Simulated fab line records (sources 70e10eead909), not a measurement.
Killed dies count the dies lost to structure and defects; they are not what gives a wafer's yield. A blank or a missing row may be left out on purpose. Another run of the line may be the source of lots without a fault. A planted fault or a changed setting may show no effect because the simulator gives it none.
A single fault, viewed from 2 desks -- flow nand harc -- each desk has only its own numbers; what lay behind them comes last

THE METROLOGY DESK
Lot by lot, what the gauges showed, no matter which tool ran the lot: averages of those sampled wafers that carry a number. The brackets show how far a lot's mean lies from the usual mean; more than 4 standard deviations puts the lot out of limits, marked OUT.
Columns: A = overlay x nm at NHARC_P_BONDPAD_OVL_MEAS_38, usual 3 nm; B = overlay y nm at NHARC_P_BONDPAD_OVL_MEAS_38, usual 0 nm
lot,first seen here,A,B
L635,day 6 19:04,0,-0
L636,day 7 08:20,-4,9
L637,day 7 18:47,-5,5
L639,day 8 06:28,-4,-8
L643,day 8 22:45,-6,-1
L642,day 8 23:16,14,-11
L644,day 9 20:30,3,3
L646,day 9 21:19,1,-4
L650,day 10 23:08,-3,-11
L654,day 11 17:38,0,8
L655,day 12 17:01,-5,0
This desk found nothing out of limits on any of the 11 lots.

DESK OF THE TOOL OWNER: rie diel-08
The tool's own readings at NHARC_P_BONDPAD_ETCH_24 (etches the open film in CF4/N2, target depth 30 nm, time 72.99 s): means of the sampled wafers that have a number, for each lot that ran on this tool. The brackets show how far a lot's mean lies from the usual mean; more than 4 standard deviations puts the lot out of limits, marked OUT.
Columns: A = bias w at NHARC_P_BONDPAD_ETCH_24, usual 100.0 W; B = cf4 flow sccm at NHARC_P_BONDPAD_ETCH_24, usual 49.99 sccm; C = drypump motor current A at NHARC_P_BONDPAD_ETCH_24, usual 5.7 A; D = oes product au at NHARC_P_BONDPAD_ETCH_24, usual 1.002 a.u.; E = rf vpp V at NHARC_P_BONDPAD_ETCH_24, usual 313.8 V; F = showerhead plenum p Torr at NHARC_P_BONDPAD_ETCH_24, usual 2.61 Torr; G = throttle valve pct at NHARC_P_BONDPAD_ETCH_24, usual 19.794 %
lot,first seen here,A,B,C,D,E,F,G
L635,day 6 19:47,100.1,50.12,5.5,1.001,312.7,2.55,19.801
L637,day 7 19:29,100.0,49.93,5.8,1.014,313.5,2.58,19.799
L643,day 8 23:28,99.9,50.03,5.7,1.008,312.5,2.56,19.801
L642,day 8 23:58,99.8,50.06,5.6,1.002,313.6,2.64,19.788
L650,day 10 23:51,99.9,50.03,5.8,1.005,313.3,2.58,19.796
L654,day 11 18:20,100.1,49.94,5.6,1.005,313.5,2.62,19.793
L655,day 12 17:41,100.2,50.16,5.5,0.995,313.1,2.52,19.793
This desk found nothing out of limits on any of the 7 lots.

TAKEN TOGETHER
From the metrology desk's view, nothing was out of limits.
The desk of the tool owner found nothing out of limits.

WHAT THE SIMULATOR HAD PUT IN
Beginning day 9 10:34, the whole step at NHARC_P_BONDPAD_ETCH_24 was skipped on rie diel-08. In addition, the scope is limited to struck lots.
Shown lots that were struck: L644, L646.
